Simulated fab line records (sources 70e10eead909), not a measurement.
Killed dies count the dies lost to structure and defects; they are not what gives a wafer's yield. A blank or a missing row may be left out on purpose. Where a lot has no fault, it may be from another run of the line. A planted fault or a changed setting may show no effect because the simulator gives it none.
fab line records + flow nand_harc
record:
- lots: 14
- wafers: 42
- last_day: 33
route steps=1302 shown A_START@389 A_SOURCE_PLATE@416 A_ONON_D1@444 A_CHANNEL_HOLE_D1@451 END@1302
lots that met no fault: taken from a fault-free run of the same line
start_h: start of the lot's first displayed wafer, in hours after the record's first day + wait_h: time in hours since the lot's previous step + " as in the row above + L1.1+2: a row that stands for several wafers + - no value, or no start given + * or withheld: withheld + < > ~ a bound
route shown NAME@n: NAME is a module with steps in the file, n the number in the route of the first one + usual: mean and standard deviation over wafers with no fault + same: alike in all rows + chamber/n: place in a boat + sites: the reading at each site + _std_site: standard deviation across them + _edge_site: mean of outer sites minus mean of inner sites + radius_mm: how far each site lies from the wafer's centre + mask NAME#n: copy n + behind: tool/chamber where the wafer was last shaped + hold: why the lot was held/for how many hours/how that ended + device: transistor that didn't switch, given as n, p or np + end of line: tests run on the same wafers once the route is complete + where a step has no rows: the recipe by itself + killed: the dies lost at the first sort to structure and to defects; this is not the yield of the wafer + map: a wafer's dies, marking killed ones x, the rest . and places with no die _
set.NAME: the run value of the setting; set.NAME@STEP: its run value at that earlier step + model.NAME: the simulator's own value behind a step, which no gauge read
steps of the route over a sample of lots; a table a step, a row a wafer
services: the hour from which a tool's chamber was out of use, counted from the record's first day as start_h (under 0 if before that day), plus the number of hours and why
== steps ==
step: NHARC_A_START_INSPECT_01
usual:
- raw_defect_count: 3.5/1.8
| lot.wafer | tool              | chamber | start_h | wait_h | raw_defect_count |
|-----------|-------------------|---------|---------|--------|------------------|
| L562.3    | defect_inspect-01 | -       | 135.62  | -      | 4                |
| L562.4    | "                 | -       | "       | "      | 4                |
| L562.5    | "                 | -       | "       | "      | 7                |
| L564.2    | defect_inspect-01 | -       | 154.53  | -      | 5                |
| L564.5    | "                 | -       | "       | "      | 5                |
| L564.6    | "                 | -       | "       | "      | 6                |
| L566.3    | defect_inspect-01 | -       | 175.59  | -      | 2                |
| L566.5    | "                 | -       | "       | "      | 4                |
| L566.6    | "                 | -       | "       | "      | 2                |
| L568.3    | defect_inspect-01 | -       | 194.57  | -      | 4                |
| L568.4    | "                 | -       | "       | "      | 2                |
| L568.6    | "                 | -       | "       | "      | 3                |
| L567.4    | defect_inspect-01 | -       | 195.53  | -      | 8                |
| L567.5    | "                 | -       | "       | "      | 2                |
| L567.6    | "                 | -       | "       | "      | 1                |
| L569.1    | defect_inspect-01 | -       | 212.40  | -      | 2                |
| L569.4    | "                 | -       | "       | "      | 4                |
| L569.5    | "                 | -       | "       | "      | 4                |
| L571.1    | defect_inspect-02 | -       | 231.58  | -      | 3                |
| L571.3    | "                 | -       | "       | "      | 5                |
| L571.6    | "                 | -       | "       | "      | 5                |
| L572.1    | defect_inspect-01 | -       | 241.63  | -      | 1                |
| L572.2    | "                 | -       | "       | "      | 3                |
| L572.5    | "                 | -       | "       | "      | 4                |
| L573.2    | defect_inspect-01 | -       | 249.59  | -      | 7                |
| L573.3    | "                 | -       | "       | "      | 4                |
| L573.6    | "                 | -       | "       | "      | 2                |
| L574.1    | defect_inspect-01 | -       | 255.66  | -      | 4                |
| L574.4    | "                 | -       | "       | "      | 8                |
| L574.6    | "                 | -       | "       | "      | 5                |
| L575.3    | defect_inspect-02 | -       | 267.02  | -      | 1                |
| L575.4    | "                 | -       | "       | "      | 2                |
| L575.6    | "                 | -       | "       | "      | 2                |
| L576.4    | defect_inspect-01 | -       | 285.26  | -      | 4                |
| L576.5    | "                 | -       | "       | "      | 4                |
| L576.6    | "                 | -       | "       | "      | 4                |
| L585.1    | defect_inspect-02 | -       | 360.46  | -      | 6                |
| L585.2    | "                 | -       | "       | "      | 6                |
| L585.6    | "                 | -       | "       | "      | 4                |
| L584.1    | defect_inspect-02 | -       | 361.37  | -      | 3                |
| L584.2    | "                 | -       | "       | "      | 3                |
| L584.5    | "                 | -       | "       | "      | 2                |
step: NHARC_A_SOURCE_PLATE_THK_MEAS_09
recipe:
- thk_meas_gauge: ellipsometry
usual:
- thk_nm: 9.6/0.97
| lot.wafer | tool          | chamber | start_h | wait_h | thk_nm |
|-----------|---------------|---------|---------|--------|--------|
| L562.3    | film_metro-02 | -       | 144.78  | 0.4    | 10.3   |
| L562.4    | "             | -       | "       | "      | 10.0   |
| L562.5    | "             | -       | "       | "      | 9.8    |
| L564.2    | film_metro-01 | -       | 161.70  | 0.4    | 11.5   |
| L564.5    | "             | -       | "       | "      | 10.8   |
| L564.6    | "             | -       | "       | "      | 10.4   |
| L566.3    | film_metro-01 | -       | 184.76  | 0.4    | 9.6    |
| L566.5    | "             | -       | "       | "      | 9.0    |
| L566.6    | "             | -       | "       | "      | 9.8    |
| L568.3    | film_metro-02 | -       | 203.71  | 0.4    | 9.7    |
| L568.4    | "             | -       | "       | "      | 9.8    |
| L568.6    | "             | -       | "       | "      | 9.4    |
| L567.4    | film_metro-01 | -       | 203.71  | 0.4    | 8.5    |
| L567.5    | "             | -       | "       | "      | 9.8    |
| L567.6    | "             | -       | "       | "      | 8.0    |
| L569.1    | film_metro-01 | -       | 221.42  | 0.4    | 8.7    |
| L569.4    | "             | -       | "       | "      | 10.4   |
| L569.5    | "             | -       | "       | "      | 9.9    |
| L571.1    | film_metro-01 | -       | 243.61  | 0.4    | 9.4    |
| L571.3    | "             | -       | "       | "      | 9.4    |
| L571.6    | "             | -       | "       | "      | 9.2    |
| L572.1    | film_metro-02 | -       | 250.82  | 0.4    | 7.5    |
| L572.2    | "             | -       | "       | "      | 11.4   |
| L572.5    | "             | -       | "       | "      | 10.7   |
| L573.2    | film_metro-02 | -       | 258.82  | 0.4    | 8.9    |
| L573.3    | "             | -       | "       | "      | 9.9    |
| L573.6    | "             | -       | "       | "      | 9.7    |
| L574.1    | film_metro-02 | -       | 267.51  | 0.4    | 9.2    |
| L574.4    | "             | -       | "       | "      | 9.1    |
| L574.6    | "             | -       | "       | "      | 10.0   |
| L575.3    | film_metro-02 | -       | 278.18  | 0.4    | 9.3    |
| L575.4    | "             | -       | "       | "      | 11.5   |
| L575.6    | "             | -       | "       | "      | 11.8   |
| L576.4    | film_metro-01 | -       | 295.04  | 0.4    | 8.8    |
| L576.5    | "             | -       | "       | "      | 7.6    |
| L576.6    | "             | -       | "       | "      | 7.9    |
| L585.1    | film_metro-01 | -       | 376.15  | 0.4    | 11.7   |
| L585.2    | "             | -       | "       | "      | 8.9    |
| L585.6    | "             | -       | "       | "      | 11.0   |
| L584.1    | film_metro-01 | -       | 376.16  | 0.4    | 8.1    |
| L584.2    | "             | -       | "       | "      | 9.3    |
| L584.5    | "             | -       | "       | "      | 10.2   |
step: NHARC_A_ONON_D1_DEP_28
recipe:
- target_thk_a: 10000
- n2_flow_sccm: 2750
- n2o_flow_sccm: 2000
- nh3_flow_sccm: 500
- sih4_flow_sccm: 210
- temp_c: 400
| lot.wafer  | tool          | chamber | start_h | wait_h |
|------------|---------------|---------|---------|--------|
| L562.3+4+5 | pecvd_onon-04 | 0       | 172.13  | 0.2    |
| L564.2+5+6 | pecvd_onon-01 | 0       | 186.72  | 0.1    |
| L566.3+5+6 | pecvd_onon-02 | 0       | 210.78  | 0.2    |
| L568.3+4+6 | pecvd_onon-02 | 0       | 228.89  | 0.2    |
| L567.4+5+6 | pecvd_onon-04 | 0       | 228.94  | 0.2    |
| L569.1+4+5 | pecvd_onon-02 | 0       | 247.07  | 0.1    |
| L571.1+3+6 | pecvd_onon-02 | 0       | 270.96  | 0.1    |
| L572.1+2+5 | pecvd_onon-02 | 0       | 278.06  | 0.1    |
| L574.1+4+6 | pecvd_onon-02 | 0       | 289.93  | 0.1    |
| L573.2+3+6 | pecvd_onon-01 | 0       | 289.98  | 0.1    |
| L575.3+4+6 | pecvd_onon-02 | 0       | 305.97  | 0.2    |
| L576.4+5+6 | pecvd_onon-02 | 0       | 320.30  | 0.2    |
| L585.1+2+6 | pecvd_onon-04 | 0       | 402.78  | 0.1    |
| L584.1+2+5 | pecvd_onon-02 | 0       | 402.79  | 0.1    |
step: NHARC_A_ONON_D1_THK_MEAS_30
recipe:
- thk_meas_gauge: ellipsometry
usual:
- thk_nm: 1002/12
| lot.wafer | tool          | chamber | start_h | wait_h | thk_nm |
|-----------|---------------|---------|---------|--------|--------|
| L562.3    | film_metro-02 | -       | 172.53  | -      | 1008   |
| L562.4    | "             | -       | "       | "      | 1006   |
| L562.5    | "             | -       | "       | "      | 1011   |
| L564.2    | film_metro-01 | -       | 187.17  | -      | 1002   |
| L564.5    | "             | -       | "       | "      | 1002   |
| L564.6    | "             | -       | "       | "      | 1002   |
| L566.3    | film_metro-02 | -       | 211.19  | -      | 1018   |
| L566.5    | "             | -       | "       | "      | 1017   |
| L566.6    | "             | -       | "       | "      | 1019   |
| L567.4    | film_metro-02 | -       | 229.28  | -      | 1006   |
| L567.5    | "             | -       | "       | "      | 1006   |
| L567.6    | "             | -       | "       | "      | 1006   |
| L568.3    | film_metro-01 | -       | 229.32  | -      | 1027   |
| L568.4    | "             | -       | "       | "      | 1027   |
| L568.6    | "             | -       | "       | "      | 1024   |
| L569.1    | film_metro-02 | -       | 247.58  | -      | 989    |
| L569.4    | "             | -       | "       | "      | 990    |
| L569.5    | "             | -       | "       | "      | 992    |
| L571.1    | film_metro-01 | -       | 271.47  | -      | 1022   |
| L571.3    | "             | -       | "       | "      | 1020   |
| L571.6    | "             | -       | "       | "      | 1020   |
| L572.1    | film_metro-01 | -       | 278.56  | -      | 997    |
| L572.2    | "             | -       | "       | "      | 994    |
| L572.5    | "             | -       | "       | "      | 997    |
| L573.2    | film_metro-01 | -       | 290.43  | -      | 998    |
| L573.3    | "             | -       | "       | "      | 997    |
| L573.6    | "             | -       | "       | "      | 995    |
| L574.1    | film_metro-02 | -       | 290.44  | -      | 986    |
| L574.4    | "             | -       | "       | "      | 987    |
| L574.6    | "             | -       | "       | "      | 985    |
| L575.3    | film_metro-01 | -       | 306.37  | -      | 1782   |
| L575.4    | "             | -       | "       | "      | 1782   |
| L575.6    | "             | -       | "       | "      | 1783   |
| L576.4    | film_metro-02 | -       | 320.64  | -      | 1781   |
| L576.5    | "             | -       | "       | "      | 1781   |
| L576.6    | "             | -       | "       | "      | 1779   |
| L585.1    | film_metro-02 | -       | 403.29  | -      | 1006   |
| L585.2    | "             | -       | "       | "      | 1006   |
| L585.6    | "             | -       | "       | "      | 1006   |
| L584.1    | film_metro-02 | -       | 403.31  | -      | 1005   |
| L584.2    | "             | -       | "       | "      | 1007   |
| L584.5    | "             | -       | "       | "      | 1007   |
step: NHARC_A_CHANNEL_HOLE_D1_DEP_01
recipe:
- target_thk_a: 1400
- target_thk_nm: 140
- temp_c: 400
- pressure_torr: 3.5
- flow_sccm: 200
- rf_w: 350
- material: SiON
usual:
- heater_power_outer_w: 454/54
- heater_power_w: 741/67
| lot.wafer | tool     | chamber | start_h | wait_h | heater_power_outer_w | heater_power_w |
|-----------|----------|---------|---------|--------|----------------------|----------------|
| L562.3    | pecvd-03 | 1       | 175.95  | 1.0    | 514                  | 839            |
| L562.5    | "        | 2       | "       | "      | 486                  | 711            |
| L562.4    | "        | 0       | "       | "      | 389                  | 654            |
| L564.2    | pecvd-04 | 2       | 189.74  | 1.3    | 595                  | 887            |
| L564.5    | "        | 0       | "       | "      | 487                  | 821            |
| L564.6    | "        | 1       | "       | "      | 493                  | 797            |
| L566.3    | pecvd-02 | 2       | 213.76  | 1.0    | 397                  | 707            |
| L566.5    | "        | 0       | "       | "      | 441                  | 714            |
| L566.6    | "        | 2       | "       | "      | 413                  | 688            |
| L567.4    | pecvd-04 | 1       | 231.87  | 0.7    | 441                  | 692            |
| L567.5    | "        | 2       | "       | "      | 585                  | 873            |
| L567.6    | "        | 0       | "       | "      | 483                  | 846            |
| L568.3    | pecvd-03 | 0       | 233.29  | 1.0    | 379                  | 650            |
| L568.6    | "        | 2       | "       | "      | 457                  | 700            |
| L568.4    | "        | 1       | "       | "      | 454                  | 774            |
| L569.1    | pecvd-03 | 0       | 253.93  | 1.6    | 324                  | 580            |
| L569.4    | "        | 1       | "       | "      | 472                  | 771            |
| L569.5    | "        | 2       | "       | "      | 420                  | 657            |
| L571.3    | pecvd-02 | 1       | 274.93  | 1.0    | 407                  | 715            |
| L571.1    | "        | 2       | "       | "      | 440                  | 764            |
| L571.6    | "        | 1       | "       | "      | 414                  | 740            |
| L572.1    | pecvd-02 | 2       | 281.08  | 1.6    | 427                  | 725            |
| L572.2    | "        | 0       | "       | "      | 463                  | 730            |
| L572.5    | "        | 1       | "       | "      | 480                  | 803            |
| L573.3    | pecvd-04 | 1       | 292.96  | 1.0    | 474                  | 766            |
| L573.2    | "        | 2       | "       | "      | 560                  | 825            |
| L573.6    | "        | 0       | "       | "      | 409                  | 716            |
| L574.1    | pecvd-03 | 1       | 292.99  | 1.6    | 486                  | 783            |
| L574.6    | "        | 0       | "       | "      | 385                  | 658            |
| L574.4    | "        | 1       | "       | "      | 494                  | 791            |
| L585.2    | pecvd-03 | 2       | 407.76  | 1.3    | 461                  | 695            |
| L585.1    | "        | 1       | "       | "      | 417                  | 716            |
| L585.6    | "        | 2       | "       | "      | 458                  | 690            |
| L584.1    | pecvd-04 | 2       | 408.53  | 1.6    | 496                  | 749            |
| L584.2    | "        | 1       | "       | "      | 498                  | 791            |
| L584.5    | "        | 1       | "       | "      | 483                  | 772            |
step: NHARC_END_SORT_01
recipe:
- temp_c: 25
usual:
- killed_at_array: 57/20
- killed_at_other: 1.0/1.5
- killed_at_periphery: 3.5/2.5
- killed_dies: 62/21
- killed_open: 3.5/1.9
- killed_short: 2.4/1.6
same:
- gross_dies: 677
| lot.wafer | tool      | chamber | start_h | wait_h | killed_at_array | killed_at_other | killed_at_periphery | killed_dies | killed_open | killed_short |
|-----------|-----------|---------|---------|--------|-----------------|-----------------|---------------------|-------------|-------------|--------------|
| L575.3    | prober-01 | 0       | 694.13  | 3.1    | 660             | 8               | 9                   | 677         | 4           | 2            |
| L575.4    | prober-01 | 0       | 694.93  | 3.4    | 674             | 1               | 2                   | 677         | 1           | 0            |
| L575.6    | prober-01 | 0       | 696.55  | 4.0    | 673             | 3               | 1                   | 677         | 3           | 1            |
| L576.4    | prober-02 | 0       | 706.22  | 3.4    | 673             | 1               | 3                   | 677         | 3           | 1            |
| L576.5    | prober-02 | 0       | 707.03  | 3.7    | 672             | 1               | 4                   | 677         | 5           | 3            |
| L576.6    | prober-02 | 0       | 707.83  | 4.0    | 676             | 0               | 1                   | 677         | 8           | 0            |
killed by level:class
L575.3 A_ONON_D1:area_dep=590 A_SLIT:chamber_film_flake=31 A_CHANNEL_HOLE_D2:chamber_film_flake=23 A_CONTACT:chamber_film_flake=7 THIN_TSV:chamber_film_flake=7 P_GATE:chamber_film_flake=4 A_CHANNEL_HOLE_D1:chamber_film_flake=4 P_M1:chamber_film_flake=3
L575.4 A_ONON_D1:area_dep=606 A_SLIT:chamber_film_flake=26 A_CHANNEL_HOLE_D2:chamber_film_flake=24 A_CHANNEL_HOLE_D1:chamber_film_flake=11 A_STAIRCASE:chamber_film_flake=3 A_CONTACT:chamber_film_flake=2 A_M1:geometric_particle:open=1 P_GATE:chamber_film_flake=1
L575.6 A_ONON_D1:area_dep=625 A_SLIT:chamber_film_flake=28 A_CHANNEL_HOLE_D2:chamber_film_flake=8 A_CHANNEL_HOLE_D1:chamber_film_flake=4 A_CONTACT:chamber_film_flake=2 THIN_TSV:chamber_film_flake=2 A_DECK1_JOINT:geometric_particle:short=1 A_CHANNEL_FILL_D2:geometric_particle:open=1
L576.4 A_ONON_D1:area_dep=614 A_SLIT:chamber_film_flake=25 A_CHANNEL_HOLE_D2:chamber_film_flake=12 A_CHANNEL_HOLE_D1:chamber_film_flake=9 A_CONTACT:chamber_film_flake=6 A_STAIRCASE:chamber_film_flake=3 P_M0:geometric_particle:open=1 A_SGD_CUT:geometric_particle:open=1
L576.5 A_ONON_D1:area_dep=601 A_SLIT:chamber_film_flake=27 A_CHANNEL_HOLE_D2:chamber_film_flake=14 A_CHANNEL_HOLE_D1:chamber_film_flake=11 A_CONTACT:chamber_film_flake=6 A_STAIRCASE:chamber_film_flake=3 A_BONDPAD:chamber_film_flake=3 P_STI:geometric_particle:open=2
L576.6 A_ONON_D1:area_dep=602 A_SLIT:chamber_film_flake=28 A_CHANNEL_HOLE_D2:chamber_film_flake=15 A_CONTACT:chamber_film_flake=8 A_CHANNEL_HOLE_D1:chamber_film_flake=7 A_STAIRCASE:chamber_film_flake=3 A_CONTACT:geometric_particle:open=2 A_DECK1_JOINT:chamber_film_flake=2
== services ==
| tool          | chamber | start_h | hours | kind       |
|---------------|---------|---------|-------|------------|
| pecvd-03      | -       | 185.24  | 13.0  | pm         |
| pecvd-03      | 0       | 185.24  | 13.0  | vent_cycle |
| pecvd-03      | 1       | 185.24  | 13.0  | vent_cycle |
| pecvd-03      | 2       | 185.24  | 13.0  | vent_cycle |
| pecvd_onon-02 | -       | 185.28  | 13.0  | pm         |
| pecvd-03      | 0       | 198.24  | -     | clean      |
| pecvd-03      | 1       | 198.24  | -     | clean      |
| pecvd-03      | 2       | 198.24  | -     | clean      |
| pecvd-02      | -       | 205.66  | 1.4   | repair     |
| pecvd-03      | -       | 220.25  | 1.8   | repair     |
| pecvd-02      | -       | 227.10  | 13.0  | pm         |
| pecvd-03      | 1       | 265.51  | 6.9   | repair     |
| pecvd_onon-01 | -       | 269.02  | 13.0  | pm         |
| pecvd-04      | -       | 269.05  | 13.0  | pm         |
| pecvd-02      | -       | 285.18  | 0.6   | repair     |
| pecvd_onon-04 | -       | 311.14  | 13.0  | pm         |
| pecvd-04      | -       | 343.99  | 0.7   | repair     |
| pecvd-04      | 0       | 347.58  | 20.1  | repair     |
| pecvd-03      | -       | 366.24  | 13.0  | pm         |
| pecvd-03      | 0       | 366.24  | 13.0  | vent_cycle |
| pecvd-03      | 1       | 366.24  | 13.0  | vent_cycle |
| pecvd-03      | 2       | 366.24  | 13.0  | vent_cycle |
| pecvd_onon-02 | -       | 366.28  | 13.0  | pm         |
| pecvd-02      | -       | 408.10  | 13.0  | pm         |
== key ==
first_sign:
- step: NHARC_A_ONON_D1_THK_MEAS_30
- reading: thk_nm
- direction: up
- sigmas: 63
- usual: 1002
- struck: 1781
effect:
- step: NHARC_END_SORT_01
- reading: killed_at_array
- direction: up
- sigmas: 30
- usual: 57
- struck: 671
more_kills_born_at:
- NHARC_A_ONON_D1_DEP_28@pecvd_onon-02: 3638
met_at NHARC_A_ONON_D1_DEP_28
struck_lots L575,L576
struck_wafers L575.3,L575.4,L575.6,L576.4,L576.5,L576.6
later_rows_left_out L575.3,L575.4,L575.6,L576.4,L576.5,L576.6
tester_left_out L575,L576
not_acting_at NHARC_A_START_INSPECT_01,NHARC_A_SOURCE_PLATE_THK_MEAS_09,NHARC_A_CHANNEL_HOLE_D1_DEP_01
onset_between 289.93 305.97
fault:
- kind: process_parameter_drift
- tool: pecvd_onon-02
- chamber: 0
- onset_h: 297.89
- steps: NHARC_A_ONON_D1_DEP_28
- channel: target_thk_a
- offset: *
- shape: step
- end_h: 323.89
- acts_in: *
- stated: *
tester_left_out: of these lots the tester's yield and bins aren't shown, on N5 and GAA mostly nor the transistor test; their killed dies are dies lost to structure and defects alone, not to doping, threshold or leakage, so they don't give the yield
later_rows_left_out: the simulator's readings of these wafers behind a module that went badly wrong aren't trusted and aren't shown, but for the sort
